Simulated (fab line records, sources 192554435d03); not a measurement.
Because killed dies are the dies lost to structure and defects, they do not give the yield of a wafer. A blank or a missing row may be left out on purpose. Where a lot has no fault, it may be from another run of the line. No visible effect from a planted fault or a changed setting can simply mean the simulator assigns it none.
Which tool was responsible? :: flow n5_finfet :: 10 lots, 28 wafers sampled, at 5 steps of a route of 1938

== WHAT THE GAUGES SHOWED, per wafer ==
N5_BEOL_M0_SAQP_CD_MEAS_29 targets a cd of 14.4 nm.
lot: L674
measured: day 5 19:07
on: cd_sem-03
cd_nm (nm): 15.00 14.95 15.30

lot: L676
measured: day 6 02:04
on: cd_sem-01
cd_nm (nm): 15.39 14.62 15.13

lot: L677
measured: day 6 09:10
on: cd_sem-03
cd_nm (nm): 15.21 15.43 15.20

lot: L683
measured: day 7 20:59
on: cd_sem-03
cd_nm (nm): 14.79 15.25 15.08

lot: L682
measured: day 8 00:56
on: cd_sem-03
cd_nm (nm): 15.28 14.95 15.20

lot: L688
measured: day 9 18:15
on: cd_sem-01
cd_nm (nm): 15.11 15.21 14.97

lot: L690
measured: day 9 20:17
on: cd_sem-01
cd_nm (nm): 15.17 10.71

lot: L691
measured: day 10 03:30
on: cd_sem-02
cd_nm (nm): 15.19 10.63

lot: L696
measured: day 11 03:25
on: cd_sem-03
cd_nm (nm): 14.66 14.99 15.43

lot: L697
measured: day 11 09:21
on: cd_sem-01
cd_nm (nm): 15.55 15.39 15.15

== TOOL THAT RAN EACH LOT (tool first, then ch and the chambers of the sampled wafers, then the start) ==
lot: L674
N5_BEOL_M0_SAQP_SPACER1_ALD_98: ald_sin-03 ch 0,1,3, day 5 16:41
N5_BEOL_M0_SAQP_ETCH_102: rie_si-05 ch 0,1,2, day 5 17:31
N5_BEOL_M0_SAQP_RECESS_109: vapor_etch-01 ch 0,1, day 5 18:14
N5_BEOL_M0_SAQP_SPACER2_ALD_26: ald_sin-02 ch 2,3, day 5 18:23

lot: L676
N5_BEOL_M0_SAQP_SPACER1_ALD_98: ald_sin-04 ch 1,2,3, day 5 22:50
N5_BEOL_M0_SAQP_ETCH_102: rie_si-02 ch 0,1,2, day 5 23:49
N5_BEOL_M0_SAQP_RECESS_109: vapor_etch-02 ch 0,1, day 6 00:40
N5_BEOL_M0_SAQP_SPACER2_ALD_26: ald_sin-04 ch 1,2, day 6 01:19

lot: L677
N5_BEOL_M0_SAQP_SPACER1_ALD_98: ald_sin-02 ch 1,2,3, day 6 06:43
N5_BEOL_M0_SAQP_ETCH_102: rie_si-06 ch 0,3, day 6 07:32
N5_BEOL_M0_SAQP_RECESS_109: vapor_etch-02 ch 0,1, day 6 08:17
N5_BEOL_M0_SAQP_SPACER2_ALD_26: ald_sin-04 ch 1,2,3, day 6 08:24

lot: L683
N5_BEOL_M0_SAQP_SPACER1_ALD_98: ald_sin-04 ch 1,2, day 7 18:20
N5_BEOL_M0_SAQP_ETCH_102: rie_si-06 ch 1,3, day 7 19:17
N5_BEOL_M0_SAQP_RECESS_109: vapor_etch-02 ch 0,1, day 7 20:05
N5_BEOL_M0_SAQP_SPACER2_ALD_26: ald_sin-03 ch 1,2,3, day 7 20:14

lot: L682
N5_BEOL_M0_SAQP_SPACER1_ALD_98: ald_sin-03 ch 2,3, day 7 22:29
N5_BEOL_M0_SAQP_ETCH_102: rie_si-05 ch 0,1,2, day 7 23:19
N5_BEOL_M0_SAQP_RECESS_109: vapor_etch-02 ch 0,1, day 8 00:03
N5_BEOL_M0_SAQP_SPACER2_ALD_26: ald_sin-04 ch 0,3, day 8 00:11

lot: L688
N5_BEOL_M0_SAQP_SPACER1_ALD_98: ald_sin-03 ch 1,2, day 9 14:44
N5_BEOL_M0_SAQP_ETCH_102: rie_si-05 ch 2,3, day 9 15:34
N5_BEOL_M0_SAQP_RECESS_109: vapor_etch-01 ch 0,1, day 9 17:19
N5_BEOL_M0_SAQP_SPACER2_ALD_26: ald_sin-03 ch 1,2,3, day 9 17:28

lot: L690
N5_BEOL_M0_SAQP_SPACER1_ALD_98: ald_sin-03 ch 0,2, day 9 15:44
N5_BEOL_M0_SAQP_ETCH_102: rie_si-05 ch 1,2, day 9 16:50
N5_BEOL_M0_SAQP_RECESS_109: vapor_etch-01 ch 0, day 9 18:28
N5_BEOL_M0_SAQP_SPACER2_ALD_26: ald_sin-03 ch 0,2, day 9 19:32

lot: L691
N5_BEOL_M0_SAQP_SPACER1_ALD_98: ald_sin-04 ch 1,2, day 10 01:02
N5_BEOL_M0_SAQP_ETCH_102: rie_si-06 ch 1,3, day 10 01:52
N5_BEOL_M0_SAQP_RECESS_109: vapor_etch-01 ch 0,1, day 10 02:37
N5_BEOL_M0_SAQP_SPACER2_ALD_26: ald_sin-03 ch 2,3, day 10 02:45

lot: L696
N5_BEOL_M0_SAQP_SPACER1_ALD_98: ald_sin-04 ch 0,1,3, day 11 00:45
N5_BEOL_M0_SAQP_ETCH_102: rie_si-06 ch 0,1,3, day 11 01:38
N5_BEOL_M0_SAQP_RECESS_109: vapor_etch-01 ch 0, day 11 02:26
N5_BEOL_M0_SAQP_SPACER2_ALD_26: ald_sin-04 ch 0,1,2, day 11 02:37

lot: L697
N5_BEOL_M0_SAQP_SPACER1_ALD_98: ald_sin-02 ch 2,3, day 11 06:20
N5_BEOL_M0_SAQP_ETCH_102: rie_si-06 ch 1,2, day 11 07:15
N5_BEOL_M0_SAQP_RECESS_109: vapor_etch-02 ch 0,1, day 11 08:05
N5_BEOL_M0_SAQP_SPACER2_ALD_26: ald_sin-02 ch 0,1, day 11 08:28
- N5_BEOL_M0_SAQP_SPACER1_ALD_98: deposits SiO2, target thk 12.8 nm, pulse time 1 s, purge time 2 s.
- N5_BEOL_M0_SAQP_ETCH_102: etches SiO2 in CF4, target depth 4 nm, time 4.4 s.
- N5_BEOL_M0_SAQP_RECESS_109: chemistry HF/NH3, target SiO2, target depth 3 nm, afs cycles 1, sublimation time 60 s.
- N5_BEOL_M0_SAQP_SPACER2_ALD_26: deposits SiO2, target thk 15 nm, pulse time 1 s, purge time 2 s.

== THE ANSWER, worked out from the rows above alone ==
Rule: the usual values come from the lots themselves. Put in order of their means at a reading, lots are off if they are a third of the lots or fewer, leave a main group of 4 or more, and stand apart from it by a gap of 3 or more times the standard deviation of the main group's means; of several such gaps the widest counts. The tables above print the reading to a certain number of digits; a main group whose means all agree to those digits is not used. Also off: a lot with no number at a reading for which 4 or more lots have one. The other lots that the step has rows for count as sound.
Off: L690, L691 (N5_BEOL_M0_SAQP_CD_MEAS_29, cd_nm). Main group: mean 15.13 nm, sd 0.12.
A tool fits if, at a process step before that reading, it ran every lot that is off, and no sound lot after the first of them. Gauges at N5_BEOL_M0_SAQP_CD_MEAS_29: tried the same way as those tools. One candidate fits, namely ald_sin-03 at N5_BEOL_M0_SAQP_SPACER2_ALD_26. A fault onset in the window from L688 (day 9 17:28, its last sound lot) to L690 (day 9 19:32, its first lot off) fits.

== WHAT THE SIMULATOR PUT IN ==
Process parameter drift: ald_sin-03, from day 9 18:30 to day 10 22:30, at N5_BEOL_M0_SAQP_SPACER2_ALD_26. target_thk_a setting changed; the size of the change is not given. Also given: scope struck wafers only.
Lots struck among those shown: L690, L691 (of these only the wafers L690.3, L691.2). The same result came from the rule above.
